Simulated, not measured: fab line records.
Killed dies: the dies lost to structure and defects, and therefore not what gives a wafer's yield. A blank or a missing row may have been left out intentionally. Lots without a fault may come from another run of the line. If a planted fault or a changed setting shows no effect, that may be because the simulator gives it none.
Chamber matching / flow n5Finfet / rieDiel-01 running N5_MOL_CONTACT_COAG_STRIP_96: 4 sister chambers
The step strips in N2/H2. 14 wafers are shown with their chamber, then 7 later ones without.

WAFERS, EACH WITH ITS CHAMBER
wafer=L079.2; chamber=2; showerheadPlenumPTorr (Torr)=3.32; drypumpMotorCurrentA (A)=5.9; throttleValvePct (%)=19.1
wafer=L079.4; chamber=3; showerheadPlenumPTorr (Torr)=3.47; drypumpMotorCurrentA (A)=5.3; throttleValvePct (%)=18.9
wafer=L079.6; chamber=2; showerheadPlenumPTorr (Torr)=3.32; drypumpMotorCurrentA (A)=5.9; throttleValvePct (%)=19.1
wafer=L081.1; chamber=0; showerheadPlenumPTorr (Torr)=3.19; drypumpMotorCurrentA (A)=5.8; throttleValvePct (%)=18.5
wafer=L081.4; chamber=3; showerheadPlenumPTorr (Torr)=3.47; drypumpMotorCurrentA (A)=5.3; throttleValvePct (%)=18.9
wafer=L081.5; chamber=0; showerheadPlenumPTorr (Torr)=3.19; drypumpMotorCurrentA (A)=5.8; throttleValvePct (%)=18.5
wafer=L083.1; chamber=2; showerheadPlenumPTorr (Torr)=3.32; drypumpMotorCurrentA (A)=5.9; throttleValvePct (%)=18.7
wafer=L083.4; chamber=3; showerheadPlenumPTorr (Torr)=3.47; drypumpMotorCurrentA (A)=5.3; throttleValvePct (%)=18.9
wafer=L083.5; chamber=2; showerheadPlenumPTorr (Torr)=3.32; drypumpMotorCurrentA (A)=5.9; throttleValvePct (%)=18.7
wafer=L090.2; chamber=1; showerheadPlenumPTorr (Torr)=3.39; drypumpMotorCurrentA (A)=5.7; throttleValvePct (%)=18.1
wafer=L090.3; chamber=0; showerheadPlenumPTorr (Torr)=3.18; drypumpMotorCurrentA (A)=5.8; throttleValvePct (%)=18.6
wafer=L090.6; chamber=0; showerheadPlenumPTorr (Torr)=3.18; drypumpMotorCurrentA (A)=5.8; throttleValvePct (%)=18.6
wafer=L091.1; chamber=0; showerheadPlenumPTorr (Torr)=3.18; drypumpMotorCurrentA (A)=5.7; throttleValvePct (%)=18.6
wafer=L091.3; chamber=3; showerheadPlenumPTorr (Torr)=3.46; drypumpMotorCurrentA (A)=5.4; throttleValvePct (%)=18.9

SIGNATURES (means of the wafers above)
reading=showerheadPlenumPTorr; chamber 0=3.1840; chamber 1=3.3900; chamber 2=3.3200; chamber 3=3.4675; scatter within a chamber=0.00442
reading=drypumpMotorCurrentA; chamber 0=5.780; chamber 1=5.700; chamber 2=5.900; chamber 3=5.325; scatter within a chamber=0.0394
reading=throttleValvePct; chamber 0=18.560; chamber 1=18.100; chamber 2=18.900; chamber 3=18.900; scatter within a chamber=0.131
Rule: a wafer lies at a distance from a chamber equal to the root of the sum of squares, over the readings, of (its reading less the chamber's mean, divided by the reading's scatter). The wafer belongs to the nearest chamber; if the next one is less than 2 further off, it can't be placed. The scatter: the root of (the sum of the squares of (reading less its chamber's mean) over the shown wafers, divided by (wafers less chambers)).

WAFERS WITH NO CHAMBER GIVEN
wafer=L091.6; showerheadPlenumPTorr (Torr)=3.31; drypumpMotorCurrentA (A)=5.9; throttleValvePct (%)=18.7
wafer=L092.2; showerheadPlenumPTorr (Torr)=3.46; drypumpMotorCurrentA (A)=5.3; throttleValvePct (%)=18.9
wafer=L092.4; showerheadPlenumPTorr (Torr)=3.18; drypumpMotorCurrentA (A)=5.8; throttleValvePct (%)=18.6
wafer=L092.5; showerheadPlenumPTorr (Torr)=3.31; drypumpMotorCurrentA (A)=5.9; throttleValvePct (%)=18.7
wafer=L097.1; showerheadPlenumPTorr (Torr)=3.18; drypumpMotorCurrentA (A)=5.7; throttleValvePct (%)=18.6
wafer=L097.2; showerheadPlenumPTorr (Torr)=3.31; drypumpMotorCurrentA (A)=5.9; throttleValvePct (%)=18.7
wafer=L097.3; showerheadPlenumPTorr (Torr)=3.45; drypumpMotorCurrentA (A)=5.4; throttleValvePct (%)=18.9

WHICH CHAMBER EACH ONE RAN IN
wafer=L091.6; from the rows above=2; in truth=2
wafer=L092.2; from the rows above=3; in truth=3
wafer=L092.4; from the rows above=0; in truth=0
wafer=L092.5; from the rows above=2; in truth=2
wafer=L097.1; from the rows above=0; in truth=0
wafer=L097.2; from the rows above=2; in truth=2
wafer=L097.3; from the rows above=3; in truth=3
Correct placement for 7 of the 7. Number that these rows cannot place: 0. 0 placed wrongly.
